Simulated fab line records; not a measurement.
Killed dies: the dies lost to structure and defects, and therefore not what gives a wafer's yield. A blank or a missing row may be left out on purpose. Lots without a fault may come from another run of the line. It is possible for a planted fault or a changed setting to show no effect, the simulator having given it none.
fab line records -- flow n5-finfet
[record] lots = 9, wafers = 27, last-day = 17
route steps=1938 shown BEOL_M2@842 BEOL_M4@1111 PASSIVATION@1936
lots that met no fault: taken from a fault-free run of the same line
start-h: the number of hours between the record's first day and the start of the first shown wafer of the lot -- wait-h: how many hours have passed since the lot's step before this one -- " repeats the value in the row above -- L1.1+2: a single row standing in for several wafers -- - no value, or no start was given -- * or withheld: withheld -- < > ~ a bound
route shown NAME@n: a module of which the file shows steps, and the number in the route of the first -- usual: the fault-free wafers' mean and standard deviation -- same: alike in all rows -- chamber/n: place in a boat -- sites: readings site by site -- _std_site: the standard deviation of these -- _edge_site: mean of outer sites minus mean of inner sites -- radius-mm: for every site, how far away it sits from the centre of the wafer -- mask NAME#n: copy n -- behind: the tool/chamber that last shaped the wafer -- hold: why the lot went on hold/how many hours it stayed there/how the hold came to an end -- device: the transistor (n, p or np) that didn't switch -- end of line: the tests these same wafers got at the end of their route -- for a step that has no rows: nothing shown but its recipe -- killed: the dies lost at the first sort to structure and to defects; this is not the yield of the wafer -- map: a wafer's dies, x killed, . not, _ none there
set.NAME: the run value of the setting; set.NAME@STEP: its run value at that earlier step -- model.NAME: the simulator's own value behind a step, which no gauge read
route steps across a sampled set of lots; one table per step, one row per wafer
services: when a tool's chamber went out of use (start-h, in hours from the record's first day, below 0 if earlier), for how many hours, and the reason
[[steps]]
[step N5_BEOL_M2_THK_MEAS_01]
[recipe] reads = SiOC_of_BEOL_M2_ILD_DEP_00
[usual] M2_ILD_THK = 78.5/1.1
lot.wafer,tool,chamber,start-h,wait-h,M2_ILD_THK[nm]
L474.1,film-metro-02,-,129.15,0.0,78.2
L474.2,film-metro-02,-,129.15,0.0,77.6
L474.4,film-metro-02,-,129.15,0.0,79.4
L475.3,film-metro-01,-,144.41,0.1,76.7
L475.4,film-metro-01,-,144.41,0.1,77.8
L475.6,film-metro-01,-,144.41,0.1,78.2
L481.2,film-metro-02,-,173.18,0.1,77.5
L481.3,film-metro-02,-,173.18,0.1,77.8
L481.6,film-metro-02,-,173.18,0.1,77.9
L483.1,film-metro-01,-,182.66,0.0,79.0
L483.2,film-metro-01,-,182.66,0.0,79.3
L483.5,film-metro-01,-,182.66,0.0,78.1
L484.2,film-metro-01,-,188.59,0.1,76.9
L484.4,film-metro-01,-,188.59,0.1,80.3
L484.5,film-metro-01,-,188.59,0.1,79.4
L488.1,film-metro-02,-,216.02,0.1,77.5
L488.3,film-metro-02,-,216.02,0.1,78.6
L488.6,film-metro-02,-,216.02,0.1,79.9
L492.2,film-metro-01,-,235.81,0.1,79.4
L492.4,film-metro-01,-,235.81,0.1,79.9
L492.5,film-metro-01,-,235.81,0.1,80.3
L493.1,film-metro-02,-,241.81,0.0,78.9
L493.5,film-metro-02,-,241.81,0.0,78.9
L493.6,film-metro-02,-,241.81,0.0,81.0
L497.2,film-metro-02,-,266.66,0.1,78.5
L497.3,film-metro-02,-,266.66,0.1,77.7
L497.4,film-metro-02,-,266.66,0.1,79.6
[step N5_BEOL_M2_EXPOSE_08]
[recipe] mask-id = M2, na = 0.33, source-shape = dipole, sigma-inner = 0.369, sigma-outer = 0.767, polarization = unpolarized, dose-mj = 41.25
[same] dipole-opening-deg = 79.7, sigma-inner = 0.369
lot.wafer,tool,chamber,start-h,wait-h,mask
L474.1+2+4,euv-scanner-01,0,129.53,-,M2#0
L475.3+4+6,euv-scanner-02,0,145.05,-,M2#0
L481.2+3+6,euv-scanner-01,0,177.01,-,M2#0
L483.1+2+5,euv-scanner-02,0,183.99,-,M2#0
L484.2+4+5,euv-scanner-02,0,189.04,-,M2#0
L488.1+3+6,euv-scanner-02,0,216.65,-,M2#0
L492.2+4+5,euv-scanner-02,0,237.96,-,M2#0
L493.1+5+6,euv-scanner-02,0,242.18,-,M2#0
L497.2+3+4,euv-scanner-01,0,269.63,-,M2#0
[step N5_BEOL_M2_OVL_MEAS_12]
[recipe] points-per-wafer = 522
[usual] M2_OVL = 0.1/0.72
lot.wafer,tool,chamber,start-h,wait-h,M2_OVL[nm]
L474.1,overlay-02,0,129.70,0.0,0.1
L474.2,overlay-02,0,129.70,0.0,1.2
L474.4,overlay-02,0,129.70,0.0,0.6
L475.3,overlay-01,0,145.21,0.0,-0.7
L475.4,overlay-01,0,145.21,0.0,0.1
L475.6,overlay-01,0,145.21,0.0,-0.2
L481.2,overlay-01,0,177.17,0.0,1.7
L481.3,overlay-01,0,177.17,0.0,0.9
L481.6,overlay-01,0,177.17,0.0,0.4
L483.1,overlay-02,0,184.15,0.0,-1.0
L483.2,overlay-02,0,184.15,0.0,-0.9
L483.5,overlay-02,0,184.15,0.0,-0.6
L484.2,overlay-01,0,189.20,0.0,0.0
L484.4,overlay-01,0,189.20,0.0,-0.6
L484.5,overlay-01,0,189.20,0.0,-0.8
L488.1,overlay-02,0,216.82,0.0,-2.0
L488.3,overlay-02,0,216.82,0.0,-0.5
L488.6,overlay-02,0,216.82,0.0,-0.3
L492.2,overlay-02,0,238.13,0.0,7.9
L492.4,overlay-02,0,238.13,0.0,7.8
L492.5,overlay-02,0,238.13,0.0,6.6
L493.1,overlay-01,0,242.34,0.0,6.5
L493.5,overlay-01,0,242.34,0.0,7.2
L493.6,overlay-01,0,242.34,0.0,7.2
L497.2,overlay-01,0,269.79,0.0,0.7
L497.3,overlay-01,0,269.79,0.0,0.6
L497.4,overlay-01,0,269.79,0.0,0.3
[step N5_BEOL_M2_INSPECT_13]
[recipe] mode = adi, inspect-instrument = brightfield
[usual] raw-defect-count = 404/75
lot.wafer,tool,chamber,start-h,wait-h,raw-defect-count
L474.1,defect-inspect-02,-,129.76,0.1,444
L474.2,defect-inspect-02,-,129.76,0.1,389
L474.4,defect-inspect-02,-,129.76,0.1,460
L475.3,defect-inspect-02,-,145.26,0.0,354
L475.4,defect-inspect-02,-,145.26,0.0,299
L475.6,defect-inspect-02,-,145.26,0.0,428
L481.2,defect-inspect-02,-,177.22,0.0,407
L481.3,defect-inspect-02,-,177.22,0.0,454
L481.6,defect-inspect-02,-,177.22,0.0,523
L483.1,defect-inspect-01,-,184.21,0.1,348
L483.2,defect-inspect-01,-,184.21,0.1,379
L483.5,defect-inspect-01,-,184.21,0.1,394
L484.2,defect-inspect-01,-,189.26,0.0,335
L484.4,defect-inspect-01,-,189.26,0.0,403
L484.5,defect-inspect-01,-,189.26,0.0,253
L488.1,defect-inspect-02,-,216.87,0.1,373
L488.3,defect-inspect-02,-,216.87,0.1,343
L488.6,defect-inspect-02,-,216.87,0.1,291
L492.2,defect-inspect-02,-,238.18,0.0,506
L492.4,defect-inspect-02,-,238.18,0.0,499
L492.5,defect-inspect-02,-,238.18,0.0,384
L493.1,defect-inspect-01,-,242.40,0.1,416
L493.5,defect-inspect-01,-,242.40,0.1,559
L493.6,defect-inspect-01,-,242.40,0.1,438
L497.2,defect-inspect-02,-,269.84,0.0,299
L497.3,defect-inspect-02,-,269.84,0.0,335
L497.4,defect-inspect-02,-,269.84,0.0,274
[step N5_BEOL_M2_ETCH_74]
[recipe] chemistry = N2/H2, target = underlayer, target-depth-a = 65, mask-material = CAR-EUV, time-s = 5.2, ion-energy-ev = 200, pressure-mtorr = 30, source-w = 840, bias-w = 150, n2-flow-sccm = 200, h2-flow-sccm = 200, ends = cleared
[usual] drypump-motor-current-A = 5.7/0.45, etch-rf-on-time-s = 5.14/0.18, oes-product-au = 0.67/0.076, rf-vpp-V = 525/3.2, showerhead-plenum-p-Torr = 2.59/0.11, throttle-valve-pct = 17.9/0.31
lot.wafer,tool,chamber,start-h,wait-h,drypump-motor-current-A,etch-rf-on-time-s,oes-product-au,rf-hours-counter-h,rf-vpp-V,showerhead-plenum-p-Torr,throttle-valve-pct
L474.1,rie-diel-04,0,129.82,0.0,5.6,5.26,0.76,23,527,2.72,17.9
L474.2,rie-diel-04,3,129.82,0.0,5.0,5.04,0.62,187,521,2.45,18.0
L474.4,rie-diel-04,2,129.82,0.0,5.1,4.70,0.75,48,529,2.67,17.5
L475.3,rie-diel-04,0,145.61,0.0,5.6,5.25,0.74,29,529,2.72,17.9
L475.4,rie-diel-04,2,145.61,0.0,5.1,4.74,0.74,53,531,2.67,17.5
L475.6,rie-diel-04,1,145.61,0.0,5.9,5.24,0.79,-,522,2.48,17.7
L481.2,rie-diel-03,3,177.29,0.0,5.6,5.30,0.59,202,526,2.61,18.2
L481.3,rie-diel-03,1,177.29,0.0,5.2,4.91,0.76,53,526,2.68,17.4
L481.6,rie-diel-03,1,177.29,0.0,5.2,4.90,0.76,-,530,2.68,17.3
L483.1,rie-diel-01,1,184.27,0.0,5.8,5.08,0.62,199,520,2.43,17.9
L483.2,rie-diel-01,0,184.27,0.0,6.5,5.11,0.70,71,526,2.59,17.7
L483.5,rie-diel-01,2,184.27,0.0,5.0,5.18,0.81,-,528,2.73,18.0
L484.2,rie-diel-03,2,189.75,0.0,6.0,5.03,0.67,152,521,2.43,17.7
L484.4,rie-diel-03,2,189.75,0.0,6.0,5.01,0.66,-,520,2.42,17.7
L484.5,rie-diel-03,0,189.75,0.0,6.3,5.37,0.61,-,525,2.65,18.3
L488.1,rie-diel-03,1,217.02,0.0,5.2,4.83,0.76,69,530,2.67,17.4
L488.3,rie-diel-03,3,217.02,0.0,5.6,5.24,0.57,221,526,2.60,18.3
L488.6,rie-diel-03,2,217.02,0.0,6.0,4.93,0.67,-,519,2.42,17.8
L492.2,rie-diel-01,3,238.35,0.0,5.7,5.16,0.61,215,526,2.67,18.2
L492.4,rie-diel-01,0,238.35,0.0,6.5,5.13,0.69,98,525,2.58,17.7
L492.5,rie-diel-01,1,238.35,0.0,5.7,5.14,0.59,-,521,2.42,18.0
L493.1,rie-diel-03,1,242.85,0.0,5.2,4.95,0.73,82,529,2.66,17.4
L493.5,rie-diel-03,2,242.85,0.0,6.0,4.99,0.65,-,523,2.41,17.7
L493.6,rie-diel-03,1,242.85,0.0,5.2,4.91,0.73,-,529,2.66,17.4
L497.2,rie-diel-01,1,269.91,0.0,5.8,5.15,0.59,239,519,2.41,18.0
L497.3,rie-diel-01,2,269.91,0.0,5.1,5.19,0.75,52,527,2.71,18.1
L497.4,rie-diel-01,3,269.91,0.0,5.7,5.09,0.61,228,525,2.66,18.2
[step N5_BEOL_M4_RC_MEAS_101]
[usual] DIBL_N = 36.7/2.4, DIBL_P = 37.4/2.9, IOFF_N = 0.18/0.05, IOFF_P = 0.23/0.058, ION_N = 683/16, ION_P = 467/11, SS_N = 71.7/0.77, SS_P = 73.5/0.87, VT_N = 249/4.3, VT_P = -250/4.4
lot.wafer,tool,chamber,start-h,wait-h,DIBL_N[mV/V],DIBL_P[mV/V],IOFF_N[nA/um],IOFF_P[nA/um],ION_N[uA/um],ION_P[uA/um],SS_N[mV/dec],SS_P[mV/dec],VT_N[mV],VT_P[mV]
L474.1,prober-01,0,157.25,0.8,38.7,41.7,0.22,0.29,691,467,72.6,75.5,244,-248
L474.2,prober-01,0,157.25,0.8,35.2,37.8,0.16,0.22,671,461,71.3,73.5,251,-251
L474.4,prober-01,0,157.25,0.8,33.1,33.2,0.11,0.14,657,456,71.1,72.6,254,-257
L475.3,prober-02,0,176.21,0.3,35.9,34.4,0.14,0.17,669,455,71.1,72.3,254,-253
L475.4,prober-02,0,176.21,0.3,35.8,36.3,0.16,0.21,697,481,71.3,73.1,247,-251
L475.6,prober-02,0,176.21,0.3,38.7,38.9,0.21,0.25,704,479,71.7,74.3,247,-248
L481.2,prober-02,0,202.94,0.2,32.5,34.2,0.14,0.19,686,485,69.9,72.6,249,-249
L481.3,prober-02,0,202.94,0.2,34.6,35.3,0.14,0.19,671,463,71.3,73.1,252,-250
L481.6,prober-02,0,202.94,0.2,34.8,36.9,0.16,0.23,694,486,70.7,73.0,247,-247
L483.1,prober-01,0,216.10,0.0,38.4,38.5,0.19,0.28,692,482,72.2,74.2,249,-246
L483.2,prober-01,0,216.10,0.0,38.5,38.8,0.21,0.29,703,484,72.1,73.7,245,-246
L483.5,prober-01,0,216.10,0.0,37.4,36.5,0.18,0.26,680,470,72.1,73.5,245,-246
L484.2,prober-01,0,224.37,0.2,41.1,42.0,0.25,0.24,699,458,73.2,74.5,246,-251
L484.4,prober-01,0,224.37,0.2,33.5,33.5,0.11,0.13,681,466,70.7,72.6,253,-259
L484.5,prober-01,0,224.37,0.2,36.9,37.0,0.16,0.17,680,450,72.0,73.5,250,-256
L488.1,prober-02,0,251.41,0.0,40.2,40.8,0.23,0.29,690,473,73.1,74.3,243,-246
L488.3,prober-02,0,251.41,0.0,36.4,36.5,0.16,0.22,691,476,71.3,72.9,247,-249
L488.6,prober-02,0,251.41,0.0,40.9,42.7,0.29,0.33,711,480,72.8,74.5,238,-242
L492.2,prober-01,0,266.93,0.2,33.5,32.2,0.11,0.16,670,464,71.7,72.3,256,-255
L492.4,prober-01,0,266.93,0.2,38.5,38.8,0.20,0.25,689,472,72.1,74.1,247,-249
L492.5,prober-01,0,266.93,0.2,38.0,37.9,0.20,0.25,702,474,72.0,74.1,247,-248
L493.1,prober-01,0,278.14,0.0,40.3,42.7,0.30,0.37,702,484,73.1,74.9,240,-243
L493.5,prober-01,0,278.14,0.0,40.3,41.8,0.27,0.34,679,466,73.4,76.0,245,-246
L493.6,prober-01,0,278.14,0.0,35.6,37.4,0.19,0.24,703,483,71.7,72.8,245,-247
L497.2,prober-02,0,300.90,0.2,36.6,38.0,0.18,0.20,698,473,71.7,73.0,247,-252
L497.3,prober-02,0,300.90,0.2,37.9,38.7,0.18,0.21,673,456,71.9,73.6,249,-252
L497.4,prober-02,0,300.90,0.2,37.5,39.5,0.22,0.24,697,466,72.2,73.6,243,-249
[step N5_PASSIVATION_PROBE_49]
[usual] defect-limited-yield = 91.4/1.6, killed_at_M0_to_M3 = 31/11, killed_at_M4_up = 14/5.7, killed-at-contacts = 12/6, killed-at-front-end = 41/13, killed-at-other = 3.3/2.8, killed-dies = 101/19, killed-open = 67/14, killed-short = 33/8.2, sort_bin_4_leakage = 0.0/0.37, sort_bin_5_function = 5.0/1.1, sort_bin_6_memory = 3.3/0.74, sort-n-pass = 1078/20, sort-yield-pct = 91.3/1.7
[same] gross-dies = 1180, killed-at-back-side = 0, sort_bin_8_speed[%] = 0
lot.wafer,tool,chamber,start-h,wait-h,defect-limited-yield[%],killed_at_M0_to_M3,killed_at_M4_up,killed-at-contacts,killed-at-front-end,killed-at-other,killed-dies,killed-open,killed-short,sort_bin_4_leakage[%],sort_bin_5_function[%],sort_bin_6_memory[%],sort-n-pass,sort-yield-pct[%]
L474.1,prober-02,-,254.75,0.0,94.2,14,11,4,38,1,68,36,31,0,3.2,2.1,1112,94.2
L474.2,prober-02,-,254.80,0.1,92.8,26,13,1,43,2,85,59,26,0,4.7,2.3,1095,92.8
L474.4,prober-02,-,254.90,0.2,92.5,18,9,5,54,3,89,55,25,0,4.2,2.6,1091,92.5
L475.3,prober-02,-,278.29,0.1,91.9,31,13,17,29,6,96,62,34,0,4.7,3.2,1084,91.9
L475.4,prober-02,-,278.34,0.2,90.9,33,17,12,40,5,107,75,31,0,5.3,3.4,1073,90.9
L475.6,prober-02,-,278.44,0.3,89.4,36,21,11,52,5,125,77,46,0,6.1,4.2,1055,89.4
L481.2,prober-01,-,305.75,0.1,89.2,24,20,12,67,4,127,89,37,0,6.2,4.2,1053,89.2
L481.3,prober-01,-,305.80,0.1,89.3,31,9,15,71,0,126,91,33,0,6.1,4.2,1054,89.3
L481.6,prober-01,-,305.95,0.3,91.3,33,19,14,33,4,103,64,38,0,5.4,3.1,1077,91.3
L483.1,prober-01,-,311.04,0.0,93.3,18,12,6,38,5,79,49,23,0,4.1,2.5,1101,93.3
L483.2,prober-01,-,311.09,0.1,93.7,17,15,15,25,2,74,53,21,0,4.2,2.1,1106,93.7
L483.5,prober-01,-,311.24,0.2,93.2,23,16,9,28,4,80,46,28,0,4.0,2.6,1100,93.2
L492.2,prober-02,-,371.72,0.1,91.8,37,14,13,32,1,97,69,26,0,5.3,2.5,1083,91.8
L492.4,prober-02,-,371.82,0.2,92.2,37,8,13,32,2,92,58,32,0,3.8,3.4,1088,92.2
L492.5,prober-02,-,371.87,0.2,91.2,36,14,15,38,1,104,80,23,0,4.2,4.2,1076,91.2
L493.5,prober-01,-,381.07,0.2,92.5,34,12,12,26,4,88,55,27,0,4.6,2.6,1092,92.5
L493.6,prober-01,-,381.12,0.3,91.9,29,18,7,34,7,95,62,30,0,5.0,2.9,1085,91.9
// killed by level:class
L474.1 GATE_CUT:geometric-particle:short=7 STI_FIN_REVEAL:geometric-particle:open=5 DUMMY_GATE:geometric-particle:open=5 GATE_CUT:geometric-particle:open=5 FIN_SAQP:geometric-particle:short=4 MOL_CONTACT_COAG:geometric-particle:open=4 BEOL_M0_SAQP:geometric-particle:short=4 BEOL_M2:geometric-particle:open=4
L474.2 STI_FIN_REVEAL:geometric-particle:open=10 FIN_SAQP:geometric-particle:open=9 BEOL_M4:geometric-particle:open=9 BEOL_M2:geometric-particle:open=8 FIN_SAQP:geometric-particle:short=7 BEOL_M0_SAQP:geometric-particle:open=6 BEOL_M3:geometric-particle:open=5 GATE_CUT:geometric-particle:short=4
L474.4 FIN_SAQP:geometric-particle:open=10 DUMMY_GATE:geometric-particle:open=8 HKMG_FIN:area-etch=7 FIN_SAQP:geometric-particle:short=6 STI_FIN_REVEAL:geometric-particle:open=6 DUMMY_GATE:geometric-particle:short=5 STARTING-WAFER:geometric-particle:open=5 MOL_CONTACT_COAG:geometric-particle:open=4
L475.3 MOL_CONTACT_COAG:geometric-particle:open=14 BEOL_M0_SAQP:geometric-particle:short=8 STI_FIN_REVEAL:geometric-particle:open=7 BEOL_M0_SAQP:geometric-particle:open=7 BEOL_M4:geometric-particle:open=7 GATE_CUT:geometric-particle:open=5 FIN_SAQP:geometric-particle:open=4 BEOL_M0:geometric-particle:short=4
L475.4 BEOL_M3:geometric-particle:open=12 MOL_CONTACT_COAG:geometric-particle:open=11 FIN_SAQP:geometric-particle:open=7 GATE_CUT:geometric-particle:short=7 BEOL_M4:geometric-particle:open=7 DUMMY_GATE:geometric-particle:open=6 GATE_CUT:geometric-particle:open=6 BEOL_M2:geometric-particle:open=6
L475.6 BEOL_M0_SAQP:geometric-particle:short=13 BEOL_M0_SAQP:geometric-particle:open=13 STI_FIN_REVEAL:geometric-particle:open=11 BEOL_M4:geometric-particle:open=11 MOL_CONTACT_COAG:geometric-particle:open=8 FIN_SAQP:geometric-particle:open=6 GATE_CUT:geometric-particle:open=6 STARTING-WAFER:geometric-particle:short=6
L481.2 STI_FIN_REVEAL:geometric-particle:open=20 FIN_SAQP:geometric-particle:open=18 BEOL_M4:geometric-particle:open=14 FIN_SAQP:geometric-particle:short=11 MOL_CONTACT_COAG:geometric-particle:open=10 BEOL_M0_SAQP:geometric-particle:open=7 BEOL_M0_SAQP:geometric-particle:short=6 GATE_CUT:geometric-particle:short=5
L481.3 FIN_SAQP:geometric-particle:open=25 FIN_SAQP:geometric-particle:short=18 MOL_CONTACT_COAG:geometric-particle:open=14 BEOL_M0_SAQP:geometric-particle:open=11 STI_FIN_REVEAL:geometric-particle:open=10 BEOL_M0_SAQP:geometric-particle:short=8 DUMMY_GATE:geometric-particle:open=6 BEOL_M4:geometric-particle:open=5
L481.6 FIN_SAQP:geometric-particle:open=10 FIN_SAQP:geometric-particle:short=10 MOL_CONTACT_COAG:geometric-particle:open=10 BEOL_M0_SAQP:geometric-particle:open=9 BEOL_M0_SAQP:geometric-particle:short=8 BEOL_M3:geometric-particle:open=6 BEOL_M4:geometric-particle:open=6 STI_FIN_REVEAL:geometric-particle:open=4
L483.1 FIN_SAQP:geometric-particle:short=8 FIN_SAQP:geometric-particle:open=6 STI_FIN_REVEAL:geometric-particle:open=6 MOL_CONTACT_COAG:geometric-particle:open=6 BEOL_M4:geometric-particle:open=5 BEOL_M0:geometric-particle:open=4 BEOL_M2:geometric-particle:open=4 GATE_CUT:geometric-particle:open=3
L483.2 MOL_CONTACT_COAG:geometric-particle:open=11 FIN_SAQP:geometric-particle:open=8 STI_FIN_REVEAL:geometric-particle:open=7 BEOL_M4:geometric-particle:open=7 BEOL_M0_SAQP:geometric-particle:short=5 BEOL_M0_SAQP:geometric-particle:open=5 MOL_CONTACT_COAG:geometric-particle:short=4 BEOL_M0:geometric-particle:open=3
L483.5 BEOL_M3:geometric-particle:open=7 MOL_CONTACT_COAG:geometric-particle:open=6 BEOL_M1:geometric-particle:open=6 FIN_SAQP:geometric-particle:open=4 STI_FIN_REVEAL:geometric-particle:open=4 DUMMY_GATE:geometric-particle:open=4 BEOL_M4:geometric-particle:short=4 FIN_SAQP:geometric-particle:short=3
L492.2 MOL_CONTACT_COAG:geometric-particle:open=13 BEOL_M2:geometric-particle:open=10 STI_FIN_REVEAL:geometric-particle:open=9 BEOL_M0_SAQP:geometric-particle:open=6 BEOL_M4:geometric-particle:open=6 FIN_SAQP:geometric-particle:open=5 GATE_CUT:geometric-particle:short=4 BEOL_M0_SAQP:geometric-particle:short=4
L492.4 BEOL_M0_SAQP:geometric-particle:open=12 BEOL_M3:geometric-particle:open=10 MOL_CONTACT_COAG:geometric-particle:open=9 BEOL_M0_SAQP:geometric-particle:short=9 STI_FIN_REVEAL:geometric-particle:open=8 FIN_SAQP:geometric-particle:short=4 STI_FIN_REVEAL:geometric-particle:short=4 DUMMY_GATE:geometric-particle:open=4
L492.5 STI_FIN_REVEAL:geometric-particle:open=16 MOL_CONTACT_COAG:geometric-particle:open=14 BEOL_M2:geometric-particle:open=11 FIN_SAQP:geometric-particle:open=7 BEOL_M1:geometric-particle:open=7 BEOL_M0_SAQP:geometric-particle:open=4 BEOL_M2:geometric-particle:short=4 BEOL_M3:geometric-particle:short=4
L493.5 MOL_CONTACT_COAG:geometric-particle:open=9 BEOL_M2:geometric-particle:open=9 FIN_SAQP:geometric-particle:open=7 BEOL_M3:geometric-particle:open=6 BEOL_M4:geometric-particle:open=4 BEOL_M2:overlay=4 DUMMY_GATE:geometric-particle:open=3 ILD0:geometric-particle:short=3
L493.6 BEOL_M3:geometric-particle:open=12 BEOL_M4:geometric-particle:open=8 GATE_CUT:geometric-particle:open=6 MOL_CONTACT_COAG:geometric-particle:open=6 STI_FIN_REVEAL:geometric-particle:short=4 DUMMY_GATE:geometric-particle:open=4 BEOL_M0_SAQP:geometric-particle:short=4 BEOL_M1:geometric-particle:open=4
[[services]]
tool,chamber,start-h,hours,kind
euv-scanner-02,-,112.27,1.0,pm
euv-scanner-02,-,116.66,2.5,repair
rie-diel-01,1,119.12,7.1,repair
euv-scanner-02,-,119.16,4.6,pm
euv-scanner-01,-,123.80,1.0,pm
rie-diel-01,2,133.21,-,clean
rie-diel-01,2,133.21,-,consumable-replace:focus-ring
rie-diel-01,2,133.21,-,consumable-replace:showerhead
euv-scanner-02,-,150.66,0.3,repair
euv-scanner-02,-,154.38,1.0,pm
rie-diel-03,0,159.33,1.3,repair
euv-scanner-01,-,170.35,0.8,repair
euv-scanner-01,-,173.14,1.0,pm
rie-diel-04,-,180.48,69.8,repair
euv-scanner-02,0,183.72,-,calibration
rie-diel-03,1,185.26,8.8,repair
rie-diel-03,3,194.43,6.1,repair
euv-scanner-02,-,202.43,0.7,repair
euv-scanner-02,-,210.53,1.0,pm
euv-scanner-01,-,217.40,0.2,repair
euv-scanner-01,-,229.29,1.0,pm
euv-scanner-01,-,236.73,4.6,pm
euv-scanner-02,-,266.68,1.0,pm
euv-scanner-02,-,268.73,4.6,pm
[[key]]
[first-sign] step = N5_BEOL_M2_OVL_MEAS_12, reading = M2_OVL, direction = up, sigmas = 9.9, usual = 0.1, struck = 7.2
effect none on later readings
met-at N5_BEOL_M2_EXPOSE_08
struck-lots L492,L493
not-acting-at N5_BEOL_M2_THK_MEAS_01,N5_BEOL_M2_INSPECT_13,N5_BEOL_M2_ETCH_74
onset-between 216.65 237.96
[fault] kind = scanner-matching-overlay, tool = euv-scanner-02, chamber = -, onset-h = 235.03, steps = N5_BEOL_M2_EXPOSE_08, offset = 7.565
